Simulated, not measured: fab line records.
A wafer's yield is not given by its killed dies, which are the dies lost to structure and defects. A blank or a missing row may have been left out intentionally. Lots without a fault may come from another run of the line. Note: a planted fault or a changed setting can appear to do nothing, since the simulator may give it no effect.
Split-lot study -- flow n5 finfet -- 7 lots, 21 wafers read, on a route of 1938 steps

## ABOUT THE SPLIT
At N5_BEOL_M3_COAT_62 (time 60 s, resist thk 12 nm), the setting spin rpm was moved away from the recipe's 1500 rpm on 7 of the 21 wafers read, by -10.5% to +6.9%. This setting was run at the recipe's value on the other wafers.

## FROM THE SPLIT TO THE READING: what the file shows between them, 4 steps
- N5_BEOL_M3_COAT_73: time 60 s, resist thk 5 nm
- N5_BEOL_M3_COAT_05: resist thk 30 nm
- N5_BEOL_M3_DESCUM_16: chemistry O2, time 7 s
- N5_BEOL_M3_ETCH_74: etches underlayer in N2/H2, target depth 6.5 nm, time 5.2 s

## THE READING
etch.depth nm (the simulator's own value, which no gauge read), in nm, at N5_BEOL_M3_ETCH_63 (etches SiARC in CF4, target depth 15.6 nm, time 26 s). There is no usual value for it anywhere in the file. Here, 14 wafers ran the recipe; their average is 12.01 nm with a standard deviation of 0.044 nm.

wafer,"tool, chamber at the split","spin rpm as run, rpm",against the recipe,"etch.depth nm, nm",against lot-mates on the recipe
L075.1,"litho track-04, 0",1500,recipe,12.05,-
L075.3,"litho track-04, 0",1500,recipe,12.04,-
L075.5,"litho track-04, 0",1500,recipe,12.09,-
L082.1,"litho track-05, 0",1603,+6.9%,11.63,no lot-mate on the recipe
L082.4,"litho track-05, 0",1603,+6.9%,11.62,no lot-mate on the recipe
L082.5,"litho track-05, 0",1603,+6.9%,11.64,no lot-mate on the recipe
L081.4,"litho track-01, 0",1500,recipe,12.01,-
L081.5,"litho track-01, 0",1500,recipe,12.01,-
L081.6,"litho track-01, 0",1500,recipe,12.05,-
L085.2,"litho track-01, 0",1500,recipe,12.05,-
L085.4,"litho track-01, 0",1500,recipe,12.02,-
L085.6,"litho track-01, 0",1500,recipe,12,-
L086.4,"litho track-05, 0",1500,recipe,11.94,-
L086.5,"litho track-05, 0",1500,recipe,11.94,-
L086.6,"litho track-05, 0",1348,-10.1%,12.61,+0.67
L089.4,"litho track-04, 0",1343,-10.5%,12.65,+0.66
L089.5,"litho track-04, 0",1343,-10.5%,12.61,+0.62
L089.6,"litho track-04, 0",1500,recipe,11.99,-
L097.1,"litho track-05, 0",1500,recipe,11.97,-
L097.2,"litho track-05, 0",1500,recipe,11.96,-
L097.3,"litho track-05, 0",1569,+4.6%,11.68,-0.29

THE FIT
A straight line over all 21 wafers: etch.depth nm changes by -0.0586 nm for each +1% of spin rpm; r = -0.99; the points scatter about the line by 0.042 nm.
The same after taking each lot's own level away (the mean of its wafers on the recipe; 18 wafers): -0.0627 nm for each +1%; r = -1.00; scatter 0.02 nm.
On that fit, the largest move of spin rpm shifts the reading by 0.66 nm.
The lots' own levels span 11.940 to 12.060 nm, that is 2.8 times the standard deviation above.
The two slopes agree, so the slope changes little with the lot-to-lot level.
Check: for one of the wafers moved furthest among these (-10.5%), held out of the fit, the line's prediction against its lot-mates is +0.654 nm. It came out at +0.66 nm against them.

## OTHER SPLITS ON THESE WAFERS
Note: prior to the reading, these wafers also went through further splits. Each is held against what the fit with the lots' levels taken away leaves over:
other split on the same wafers,wafers away from the commonest value,r with etch.depth nm (lot level and that fit taken away)
N5_BEOL_M1_EXPOSE_08 dose mj,6,+0.17
N5_BEOL_M3_ILD_DEP_00 time s,5,+0.34

## THE WHOLE CHAIN: every reading that the file lists as answering this split, in the file's order
step,what it does,reading,change (the file's fit),r (the file's)
N5_BEOL_M3_COAT_62,"time 60 s, resist thk 12 nm","SiARC_of_BEOL_M3_COAT_62.thk nm (the simulator's own value, which no gauge read)",-0.0608 nm for each +1% of the setting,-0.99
N5_BEOL_M3_ETCH_63,"etches SiARC in CF4, target depth 15.6 nm, time 26 s","etch.depth nm (the simulator's own value, which no gauge read)",-0.0638 nm for each +1% of the setting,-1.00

## FILE'S OWN FIT
etch.depth nm changes by -0.0638 nm for each +1% of spin rpm, r = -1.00.
